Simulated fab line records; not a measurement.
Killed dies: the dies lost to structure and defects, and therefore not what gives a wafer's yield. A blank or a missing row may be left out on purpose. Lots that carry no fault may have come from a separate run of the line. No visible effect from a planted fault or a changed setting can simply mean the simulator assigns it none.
Matching of chambers || flow nand-harc || rie-diel-01 running NHARC_A_M1_ETCH_35: 4 sister chambers
The step etches the open film in N2/H2, target depth 40 nm, overetch 12 nm, time 43.94 s. 14 wafers are shown with their chamber, then 7 later ones without.

## EACH WAFER AND ITS CHAMBER
{"wafer": "L074.1", "chamber": 1, "drypump-motor-current-A (A)": 5.8, "rf-vpp-V (V)": 427.9, "oes-product-au (a.u.)": 1.005}
{"wafer": "L074.3", "chamber": 0, "drypump-motor-current-A (A)": 5.9, "rf-vpp-V (V)": 428.6, "oes-product-au (a.u.)": 1.003}
{"wafer": "L074.4", "chamber": 2, "drypump-motor-current-A (A)": 5.7, "rf-vpp-V (V)": 427.4, "oes-product-au (a.u.)": 0.986}
{"wafer": "L074.2", "chamber": 3, "drypump-motor-current-A (A)": 6.5, "rf-vpp-V (V)": 429.6, "oes-product-au (a.u.)": 0.996}
{"wafer": "L074.5", "chamber": 2, "drypump-motor-current-A (A)": 5.7, "rf-vpp-V (V)": 427.0, "oes-product-au (a.u.)": 0.988}
{"wafer": "L074.6", "chamber": 1, "drypump-motor-current-A (A)": 5.8, "rf-vpp-V (V)": 429.8, "oes-product-au (a.u.)": 1.001}
{"wafer": "L075.1", "chamber": 3, "drypump-motor-current-A (A)": 6.5, "rf-vpp-V (V)": 430.8, "oes-product-au (a.u.)": 0.999}
{"wafer": "L075.5", "chamber": 1, "drypump-motor-current-A (A)": 5.8, "rf-vpp-V (V)": 429.8, "oes-product-au (a.u.)": 1.010}
{"wafer": "L075.6", "chamber": 2, "drypump-motor-current-A (A)": 5.7, "rf-vpp-V (V)": 426.1, "oes-product-au (a.u.)": 0.988}
{"wafer": "L077.2", "chamber": 0, "drypump-motor-current-A (A)": 5.9, "rf-vpp-V (V)": 430.1, "oes-product-au (a.u.)": 1.010}
{"wafer": "L077.3", "chamber": 3, "drypump-motor-current-A (A)": 6.5, "rf-vpp-V (V)": 429.6, "oes-product-au (a.u.)": 1.005}
{"wafer": "L077.5", "chamber": 2, "drypump-motor-current-A (A)": 5.8, "rf-vpp-V (V)": 426.7, "oes-product-au (a.u.)": 1.000}
{"wafer": "L090.1", "chamber": 1, "drypump-motor-current-A (A)": 5.8, "rf-vpp-V (V)": 428.0, "oes-product-au (a.u.)": 0.995}
{"wafer": "L090.3", "chamber": 2, "drypump-motor-current-A (A)": 5.8, "rf-vpp-V (V)": 425.5, "oes-product-au (a.u.)": 0.999}

SIGNATURES (means of the wafers above)
{"reading": "drypump-motor-current-A", "chamber 0": 5.900, "chamber 1": 5.800, "chamber 2": 5.740, "chamber 3": 6.500, "scatter within a chamber": 0.0346}
{"reading": "rf-vpp-V", "chamber 0": 429.350, "chamber 1": 428.875, "chamber 2": 426.540, "chamber 3": 430.000, "scatter within a chamber": 0.881}
{"reading": "oes-product-au", "chamber 0": 1.00650, "chamber 1": 1.00275, "chamber 2": 0.99220, "chamber 3": 1.00000, "scatter within a chamber": 0.00607}
Rule: a wafer's distance from a chamber is the root of the sum, over the readings, of the square of ((its reading less the chamber's mean) divided by the reading's scatter). The wafer belongs to the nearest chamber; if the next one is less than 2 further off, it can't be placed. How the scatter is found: for the shown wafers, subtract from each reading the mean of its chamber, square and add these, divide the total by (wafers less chambers), then take the root.

## WAFERS MISSING THEIR CHAMBER
{"wafer": "L090.6", "drypump-motor-current-A (A)": 5.9, "rf-vpp-V (V)": 431.0, "oes-product-au (a.u.)": 1.012}
{"wafer": "L091.1", "drypump-motor-current-A (A)": 5.9, "rf-vpp-V (V)": 430.2, "oes-product-au (a.u.)": 1.014}
{"wafer": "L091.5", "drypump-motor-current-A (A)": 5.8, "rf-vpp-V (V)": 426.2, "oes-product-au (a.u.)": 1.008}
{"wafer": "L091.6", "drypump-motor-current-A (A)": 5.8, "rf-vpp-V (V)": 430.0, "oes-product-au (a.u.)": 0.998}
{"wafer": "L097.1", "drypump-motor-current-A (A)": 6.5, "rf-vpp-V (V)": 429.9, "oes-product-au (a.u.)": 1.004}
{"wafer": "L097.3", "drypump-motor-current-A (A)": 5.8, "rf-vpp-V (V)": 428.7, "oes-product-au (a.u.)": 1.002}
{"wafer": "L097.5", "drypump-motor-current-A (A)": 5.8, "rf-vpp-V (V)": 424.7, "oes-product-au (a.u.)": 1.005}

## WHICH CHAMBER EACH WENT THROUGH
{"wafer": "L090.6", "from the rows above": "can't be placed: 0 or 1", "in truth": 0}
{"wafer": "L091.1", "from the rows above": 0, "in truth": 0}
{"wafer": "L091.5", "from the rows above": "can't be placed: 2 or 1 or 0", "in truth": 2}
{"wafer": "L091.6", "from the rows above": "can't be placed: 1 or 0", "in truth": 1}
{"wafer": "L097.1", "from the rows above": 3, "in truth": 3}
{"wafer": "L097.3", "from the rows above": 1, "in truth": 1}
{"wafer": "L097.5", "from the rows above": "can't be placed: 2 or 1", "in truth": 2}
Correctly placed: 3 of 7. Not placeable from these rows: 4 (in 4, the candidates include the true chamber). Wrongly placed: 0.
